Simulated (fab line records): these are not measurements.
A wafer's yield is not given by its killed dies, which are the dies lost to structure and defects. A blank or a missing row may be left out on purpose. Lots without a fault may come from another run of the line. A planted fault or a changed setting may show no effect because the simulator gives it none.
The tool behind it: which one? -- flow n5 finfet -- 72 wafers from 24 lots sampled at 6 of the route's 1938 steps

== WHAT THE GAUGES SHOWED, per wafer ==
N5_BEOL_M7_THK_MEAS_53: measures by xrf. Usual: M7_THK gives 79.9 nm (standard deviation 1.8).
lot,measured,on,M7_THK (nm),flag
L076,day 9 03:02,film metro-01,80.2 79.4 78.3,
L074,day 9 03:40,film metro-01,80.9 80.0 80.3,
L075,day 9 10:04,film metro-01,81.0 81.1 80.1,
L077,day 9 12:04,film metro-01,78.4 77.6 77.8,
L078,day 9 12:25,film metro-02,78.1 79.9 80.2,
L079,day 10 01:35,film metro-02,80.0 82.1 78.2,
L080,day 10 14:59,film metro-01,81.2 79.1 81.4,
L081,day 10 22:44,film metro-02,81.6 80.2 81.9,
L082,day 10 23:34,film metro-01,77.0 80.4 80.4,
L083,day 11 09:26,film metro-02,79.9 79.0 79.9,
L084,day 11 20:15,film metro-01,76.7 80.6 78.0,
L085,day 12 04:31,film metro-02,81.6 80.8 80.9,
L086,day 12 06:45,film metro-01,75.8 85.2 76.0,
L087,day 12 13:07,film metro-02,80.0 80.3 78.9,
L088,day 12 13:41,film metro-01,81.4 81.0 80.7,
L089,day 12 23:20,film metro-01,76.7 77.5 79.1,
L091,day 13 12:46,film metro-02,81.9 82.9 79.0,
L090,day 13 13:28,film metro-02,82.4 75.2 78.5,
L092,day 13 16:19,film metro-02,83.2 80.3 82.6,
L093,day 14 09:11,film metro-02,81.7 79.9 82.5,
L096,day 14 15:08,film metro-02,78.5 79.5 80.7,
L095,day 14 16:46,film metro-01,79.5 76.6 78.3,
L094,day 14 17:20,film metro-02,82.1 81.2 80.8,
L097,day 15 13:52,film metro-02,78.8 79.9 80.5,

N5_BEOL_M8_INSPECT_30: inspects for defects (brightfield). Usual: raw defect count 401, standard deviation 95.
lot,measured,on,raw defect count,flag
L076,day 9 07:07,defect inspect-01,428 331 384,
L074,day 9 06:56,defect inspect-01,291 251 387,
L075,day 9 15:07,defect inspect-02,410 279 292,
L077,day 9 16:40,defect inspect-02,378 427 488,
L078,day 9 15:58,defect inspect-01,234 341 295,
L079,day 10 06:28,defect inspect-01,409 379 477,
L080,day 10 21:00,defect inspect-02,311 489 379,
L081,day 11 05:09,defect inspect-02,446 831 555,
L082,day 11 05:29,defect inspect-02,454 477 391,
L083,day 11 17:07,defect inspect-01,303 266 347,
L084,day 12 00:25,defect inspect-01,357 320 334,
L085,day 12 10:06,defect inspect-02,345 317 354,
L086,day 12 11:17,defect inspect-02,290 340 359,
L087,day 12 17:12,defect inspect-02,332 328 366,
L088,day 12 19:25,defect inspect-01,495 419 438,
L089,day 13 03:41,defect inspect-02,667 313 366,
L091,day 13 17:41,defect inspect-01,286 425 373,
L090,day 13 19:11,defect inspect-01,362 312 390,
L092,day 13 20:55,defect inspect-02,402 562 335,
L093,day 14 14:34,defect inspect-02,571 425 384,
L096,day 14 19:05,defect inspect-01,688 487 409,
L095,day 14 21:40,defect inspect-02,466 449 687,
L094,day 14 23:07,defect inspect-02,370 469 420,
L097,day 15 20:38,defect inspect-02,450 402 515,

N5_BEOL_M8_THK_MEAS_53: measures by xrf. Usual: M8_THK gives 80.6 nm (standard deviation 2.3).
lot,measured,on,M8_THK (nm),flag
L076,day 9 10:37,film metro-01,81.8 82.7 77.6,
L074,day 9 09:47,film metro-02,80.3 79.5 79.9,
L075,day 9 17:47,film metro-02,80.1 80.0 80.8,
L077,day 9 20:22,film metro-01,77.5 81.7 82.9,
L078,day 9 19:50,film metro-02,81.9 84.3 84.9,
L079,day 10 11:04,film metro-01,84.9 80.7 81.0,
L080,day 10 23:44,film metro-01,79.9 80.4 82.9,
L081,day 11 08:01,film metro-01,81.3 80.9 82.2,
L082,day 11 08:47,film metro-01,78.1 78.5 83.2,
L083,day 11 20:40,film metro-01,80.5 79.7 80.8,
L084,day 12 05:31,film metro-01,83.0 82.0 79.0,
L085,day 12 13:25,film metro-02,79.5 78.6 82.1,
L086,day 12 15:21,film metro-02,80.1 78.6 78.4,
L087,day 12 22:09,film metro-01,78.5 83.3 82.6,
L088,day 13 00:53,film metro-01,79.2 81.5 80.9,
L089,day 13 06:25,film metro-02,76.2 81.0 76.4,
L091,day 13 21:13,film metro-02,79.7 82.1 79.7,
L090,day 13 22:31,film metro-02,82.1 82.6 79.9,
L092,day 14 03:18,film metro-02,81.1 80.6 83.2,
L093,day 14 17:05,film metro-01,85.0 79.1 85.0,
L096,day 14 22:49,film metro-01,80.0 77.5 81.6,
L095,day 15 01:23,film metro-01,79.1 83.5 79.1,
L094,day 15 01:41,film metro-02,78.9 80.3 81.2,
L097,day 16 00:29,film metro-01,84.8 80.5 83.6,

N5_BEOL_M8_INSPECT_58: inspects for defects (darkfield). Usual: raw defect count 69, standard deviation 23.
lot,measured,on,raw defect count,flag
L076,day 9 10:47,defect inspect-02,69 32 47,
L074,day 9 09:56,defect inspect-01,86 79 74,
L075,day 9 17:57,defect inspect-01,118 119 85,
L077,day 9 20:31,defect inspect-02,78 82 50,
L078,day 9 19:59,defect inspect-02,39 58 90,
L079,day 10 11:14,defect inspect-01,48 52 107,
L080,day 10 23:53,defect inspect-01,105 44 92,
L081,day 11 08:10,defect inspect-02,39 36 42,
L082,day 11 08:56,defect inspect-02,73 52 92,
L083,day 11 20:50,defect inspect-01,60 42 39,
L084,day 12 05:42,defect inspect-01,149 112 84,
L085,day 12 13:35,defect inspect-01,88 66 67,
L086,day 12 15:31,defect inspect-02,55 51 56,
L087,day 12 22:19,defect inspect-01,56 84 74,
L088,day 13 01:03,defect inspect-02,56 44 60,
L089,day 13 06:34,defect inspect-01,47 66 111,
L091,day 13 21:23,defect inspect-02,58 63 60,
L090,day 13 22:42,defect inspect-01,53 79 40,
L092,day 14 03:28,defect inspect-01,74 47 92,
L093,day 14 17:15,defect inspect-01,61 95 94,
L096,day 14 22:58,defect inspect-01,41 65 72,
L095,day 15 01:32,defect inspect-01,110 71 74,
L094,day 15 01:51,defect inspect-01,80 60 71,
L097,day 16 00:38,defect inspect-01,62 49 42,

== WHICH TOOL RAN EACH LOT (tool, then ch and the chambers of the sampled wafers, then the start) ==
lot,N5_BEOL_M8_ETCH_62,N5_BEOL_M8_DEP_56
L076,"rie diel-03 ch 1,2, day 9 05:42","pecvd-03 ch 1,2, day 9 10:41"
L074,"rie diel-03 ch 0,3, day 9 05:58","pecvd-03 ch 0,2, day 9 09:51"
L075,"rie diel-03 ch 0,1, day 9 14:22","pecvd-04 ch 0,2, day 9 17:51"
L077,"rie diel-01 ch 0,2,3, day 9 15:47","pecvd-01 ch 0,1, day 9 20:25"
L078,"rie diel-01 ch 0,2,3, day 9 15:01","pecvd-04 ch 1,2, day 9 19:53"
L079,"rie diel-01 ch 0,3, day 10 04:53","pecvd-01 ch 0,1, day 10 11:08"
L080,"rie diel-06 ch 0,1,3, day 10 19:12","pecvd-03 ch 0,2, day 10 23:47"
L081,"rie diel-01 ch 0,3, day 11 02:46","pecvd-04 ch 0,2, day 11 08:04"
L082,"rie diel-06 ch 1,2,3, day 11 03:15","pecvd-01 ch 0,1,2, day 11 08:50"
L083,"rie diel-03 ch 0,3, day 11 12:53","pecvd-03 ch 0,1, day 11 20:44"
L084,"rie diel-01 ch 0,1, day 11 22:12","pecvd-04 ch 0,2, day 12 05:37"
L085,"rie diel-03 ch 0,2,3, day 12 07:22","pecvd-03 ch 0,1,2, day 12 13:29"
L086,"rie diel-03 ch 0,2,3, day 12 10:32","pecvd-04 ch 1,2, day 12 15:25"
L087,"rie diel-01 ch 0,1,3, day 12 16:14","pecvd-03 ch 0,1,2, day 12 22:13"
L088,"rie diel-06 ch 0,1,2, day 12 16:35","pecvd-04 ch 1,2, day 13 00:57"
L089,"rie diel-06 ch 1,2,3, day 13 02:11","pecvd-03 ch 0,2, day 13 06:29"
L091,"rie diel-06 ch 1,2,3, day 13 15:41","pecvd-01 ch 0,1, day 13 21:17"
L090,"rie diel-01 ch 0,1,3, day 13 16:00","pecvd-04 ch 1,2, day 13 22:36"
L092,"rie diel-03 ch 0,1,3, day 13 20:04","pecvd-04 ch 0,1,2, day 14 03:22"
L093,"rie diel-03 ch 0,2,3, day 14 13:46","pecvd-03 ch 0,1,2, day 14 17:09"
L096,"rie diel-01 ch 1,2,3, day 14 17:00","pecvd-01 ch 1,2, day 14 22:52"
L095,"rie diel-03 ch 0,2,3, day 14 20:24","pecvd-04 ch 0,2, day 15 01:27"
L094,"rie diel-01 ch 1,3, day 14 20:34","pecvd-03 ch 1,2, day 15 01:45"
L097,"rie diel-06 ch 1,2, day 15 17:37","pecvd-03 ch 0,2, day 16 00:33"
- N5_BEOL_M8_ETCH_62: etches SOC in N2/H2, target depth 110 nm, overetch 22 nm, time 165 s.
- N5_BEOL_M8_DEP_56: deposits SiCN from 3MS/NH3, target thk 10 nm, time 17.5 s.

== AS READ BY THE TOOLS THEMSELVES (means over the sampled wafers that have a number; for cases with no such wafer, the mark the record gives instead) ==
N5_BEOL_M8_ETCH_62. Usual: drypump motor current A 5.8 A, standard deviation 0.46; oes product au 0.72 a.u., standard deviation 0.059; rf vpp V 524.2 V, standard deviation 1.8; showerhead plenum p Torr 2.56 Torr, standard deviation 0.062; throttle valve pct 17.79 %, standard deviation 0.24.
lot,tool,drypump motor current A (A),oes product au (a.u.),rf vpp V (V),showerhead plenum p Torr (Torr),throttle valve pct (%),flag
L076,rie diel-03,5.8,0.73,523.8,2.52,17.80,
L074,rie diel-03,5.8,0.78,524.4,2.56,17.75,
L075,rie diel-03,5.9,0.75,524.4,2.55,17.85,
L077,rie diel-01,5.8,0.66,523.4,2.55,17.93,
L078,rie diel-01,5.8,0.66,524.6,2.55,17.93,
L079,rie diel-01,6.3,0.72,524.7,2.58,17.77,
L080,rie diel-06,5.6,0.67,525.1,2.63,17.99,
L081,rie diel-01,6.3,0.70,524.1,2.57,17.79,
L082,rie diel-06,5.8,0.71,526.0,2.61,17.91,
L083,rie diel-03,5.9,0.75,524.3,2.55,17.78,
L084,rie diel-01,6.6,0.73,525.5,2.59,17.57,
L085,rie diel-03,5.7,0.73,523.4,2.55,17.79,
L086,rie diel-03,5.7,0.73,523.5,2.55,17.78,
L087,rie diel-01,6.2,0.75,524.3,2.55,17.60,
L088,rie diel-06,5.6,0.71,526.4,2.65,17.80,
L089,rie diel-06,5.8,0.69,526.1,2.60,17.93,
L091,rie diel-06,5.8,0.69,526.2,2.60,17.94,
L090,rie diel-01,6.2,0.74,523.2,2.55,17.59,
L092,rie diel-03,5.9,0.71,522.9,2.50,17.79,
L093,rie diel-03,5.7,0.71,523.2,2.54,17.83,
L096,rie diel-01,5.7,0.73,522.9,2.51,17.62,
L095,rie diel-03,5.6,0.71,524.7,2.54,17.82,
L094,rie diel-01,5.8,0.74,522.4,2.51,17.64,
L097,rie diel-06,5.7,0.72,525.4,2.62,17.79,

N5_BEOL_M8_DEP_56. Usual: chamber pressure Torr 2.999 Torr, standard deviation 0.0066; showerhead plenum p Torr 3.659 Torr, standard deviation 0.01; throttle valve pct 8.8 %, standard deviation 0.37.
lot,tool,chamber pressure Torr (Torr),showerhead plenum p Torr (Torr),throttle valve pct (%),flag
L076,pecvd-03,3.004,3.663,8.9,
L074,pecvd-03,3.002,3.658,8.9,
L075,pecvd-04,3.001,3.668,8.9,
L077,pecvd-01,2.998,3.650,9.1,
L078,pecvd-04,2.994,3.662,8.7,
L079,pecvd-01,3.000,3.646,9.2,
L080,pecvd-03,2.998,3.660,9.0,
L081,pecvd-04,3.000,3.665,8.8,
L082,pecvd-01,3.001,3.650,8.8,
L083,pecvd-03,3.000,3.660,8.9,
L084,pecvd-04,3.000,3.668,8.9,
L085,pecvd-03,2.999,3.655,9.2,
L086,pecvd-04,2.994,3.666,8.6,
L087,pecvd-03,3.003,3.655,9.0,
L088,pecvd-04,3.000,3.666,8.6,
L089,pecvd-03,2.993,3.658,9.1,
L091,pecvd-01,3.005,3.648,9.2,
L090,pecvd-04,2.999,3.666,8.4,
L092,pecvd-04,3.004,3.661,8.9,
L093,pecvd-03,2.994,3.657,9.0,
L096,pecvd-01,2.996,3.654,8.7,
L095,pecvd-04,2.993,3.662,8.6,
L094,pecvd-03,3.002,3.659,8.9,
L097,pecvd-03,3.003,3.654,9.1,

== THE ANSWER, worked out from the rows above alone ==
Rule: lot off if the mean of its wafers having a number is beyond 3 standard deviations from the usual mean. Also off: a lot with no number at a reading for which 4 or more lots have one. Any other lot the step has rows for is counted as sound. First the gauges in route order, then the tools' own readings, where a lot's mean is used as printed above. The first step at which some lot is off is used, and at that step the reading that is off furthest; a lot without a number counts as furthest.
Nothing can be told from this: no lot is off at any reading shown.

== WHAT WAS PUT IN BY THE SIMULATOR ==
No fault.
